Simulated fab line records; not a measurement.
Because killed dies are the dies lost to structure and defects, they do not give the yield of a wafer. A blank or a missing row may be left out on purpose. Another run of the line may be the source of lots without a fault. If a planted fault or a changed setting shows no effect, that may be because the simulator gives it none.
Matching of chambers ; flow n5-finfet ; N5_BEOL_M0_SAQP_CUT_ETCH_46 on rie-diel-05 has 4 sister chambers
The step etches SOC in N2/H2, target depth 135 nm, overetch 27 nm, time 202.5 s. 4 wafers are shown with their chamber, then 8 later ones without.

WAFERS WITH THEIR CHAMBER
wafer;chamber;showerhead-plenum-p-Torr (Torr)
L085.1;1;2.45
L085.2;3;2.62
L085.3;0;2.61
L087.3;2;2.58

WAFERS WHOSE CHAMBER IS MISSING
wafer;showerhead-plenum-p-Torr (Torr)
L087.4;2.60
L087.5;2.58
L094.1;2.57
L094.2;2.44
L094.4;2.61
L097.1;2.61
L097.4;2.57
L097.6;2.57

WHICH CHAMBER EACH WENT THROUGH
wafer;from the rows above;in truth
L087.4;can't be placed: 0 or 2 or 3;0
L087.5;2;2
L094.1;2;2
L094.2;1;1
L094.4;can't be placed: 0 or 3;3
L097.1;can't be placed: 0 or 3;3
L097.4;2;2
L097.6;2;2
5 of 8 placed correctly. Not placeable from these rows: 3 (in 3, the candidates include the true chamber). 0 placed wrongly.
How it was worked out, from the rows above alone: a wafer's distance from a chamber is the root of the sum, over the readings, of the square of ((its reading less the chamber's mean) divided by the reading's scatter). The wafer belongs to the nearest chamber; if the next one is less than 2 further off, it can't be placed. For every chamber, the mean is computed from those of its wafers that are shown. The scatter (one wafer shown for each chamber): square how far every hidden wafer sits from the nearest shown wafer, average those squares and take the square root.
